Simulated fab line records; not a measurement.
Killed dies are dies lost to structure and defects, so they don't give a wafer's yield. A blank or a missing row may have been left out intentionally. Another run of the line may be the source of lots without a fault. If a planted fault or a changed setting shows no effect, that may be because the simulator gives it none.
Chamber matching -- flow n5Finfet -- 4 sister chambers for N5_BEOL_M14_STRIP_37 on rieDiel-02
The step strips in O2. 16 wafers are shown with their chamber, then 8 later ones without.

== WAFERS, EACH WITH ITS CHAMBER ==
wafer,chamber,drypumpMotorCurrentA (A),throttleValvePct (%),oesProductAu (a.u.)
L083.2,1,6.2,16.19,0.98
L083.5,0,5.3,16.77,0.68
L083.6,3,5.6,16.75,0.72
L077.3,3,5.6,16.78,0.70
L077.5,1,6.2,16.16,0.95
L077.6,2,5.2,16.70,0.96
L082.2,1,6.2,16.18,0.97
L082.3,3,5.6,16.74,0.69
L082.6,2,5.2,16.70,0.96
L087.1,2,5.2,16.68,0.94
L087.4,0,5.3,16.27,0.95
L087.5,3,5.6,16.78,0.68
L089.1,3,5.6,16.77,0.69
L089.4,1,6.3,16.26,0.90
L089.5,0,5.3,16.26,0.93
L092.2,3,5.6,16.83,0.67

SIGNATURES (averages over the wafers above)
reading,chamber 0,chamber 1,chamber 2,chamber 3,scatter within a chamber
drypumpMotorCurrentA,5.300,6.225,5.200,5.600,0.025
throttleValvePct,16.4333,16.1975,16.6933,16.7750,0.123
oesProductAu,0.8533,0.9500,0.9533,0.6917,0.0651
Rule: a wafer's distance from a chamber is the root of the sum, over the readings, of the square of ((its reading less the chamber's mean) divided by the reading's scatter). If the next closest chamber is less than 2 further off than the closest, the wafer can't be placed; otherwise it belongs to the closest. How the scatter is found: for the shown wafers, subtract from each reading the mean of its chamber, square and add these, divide the total by (wafers less chambers), then take the root.

== WAFERS WITHOUT THEIR CHAMBER ==
wafer,drypumpMotorCurrentA (A),throttleValvePct (%),oesProductAu (a.u.)
L092.3,6.2,16.27,0.87
L092.4,5.6,16.82,0.68
L093.1,5.3,16.33,0.90
L093.3,6.2,16.26,0.88
L093.6,6.2,16.22,0.88
L097.1,5.6,16.42,0.96
L097.3,6.3,16.24,0.86
L097.5,6.2,16.26,0.88

== EACH ONE'S CHAMBER ==
wafer,from the rows above,in truth
L092.3,1,1
L092.4,3,3
L093.1,0,0
L093.3,1,1
L093.6,1,1
L097.1,3,3
L097.3,1,1
L097.5,1,1
Placed correctly: 8 of 8. Left unplaced by these rows: 0. Number placed wrongly: 0.
